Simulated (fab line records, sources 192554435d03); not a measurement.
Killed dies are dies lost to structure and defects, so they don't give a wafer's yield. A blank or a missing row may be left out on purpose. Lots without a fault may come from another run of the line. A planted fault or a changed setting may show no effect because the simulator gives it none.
Chamber matching | flow n5_finfet | N5_BEOL_M1_PECVD_72 on pecvd-01: 3 sister chambers
The step deposits SiO2 from TEOS/O2, target thk 16 nm, time 18 s. 3 wafers are shown with their chamber, then 10 later ones without.

WAFERS WITH THEIR CHAMBER
wafer  | chamber | throttle_valve_pct (%)
L088.4 | 1       | 25.7
L090.2 | 2       | 20.9
L090.3 | 0       | 22.0

WAFERS WITHOUT THEIR CHAMBER
wafer  | throttle_valve_pct (%)
L090.5 | 25.9
L092.1 | 25.6
L092.2 | 21.8
L092.3 | 21.1
L094.1 | 22.3
L094.5 | 20.8
L094.6 | 25.5
L097.3 | 22.3
L097.5 | 22.3
L097.6 | 25.7

WHICH CHAMBER EACH WENT THROUGH
wafer  | from the rows above | in truth
L090.5 | 1                   | 1
L092.1 | 1                   | 1
L092.2 | 0                   | 0
L092.3 | 2                   | 2
L094.1 | 0                   | 0
L094.5 | 2                   | 2
L094.6 | 1                   | 1
L097.3 | 0                   | 0
L097.5 | 0                   | 0
L097.6 | 1                   | 1
Placed correctly: 10 of 10. Can't be placed from these rows: 0. Placed wrongly: 0.
How it was worked out, from the rows above alone: a wafer's distance from a chamber is the root of the sum, over the readings, of the square of ((its reading less the chamber's mean) divided by the reading's scatter). The wafer belongs to the nearest chamber; if the next one is less than 2 further off, it can't be placed. A chamber's mean is the mean of its shown wafers. The scatter: with one shown wafer a chamber, the root of the mean of the squares of how far each hidden wafer lies from its nearest shown one.
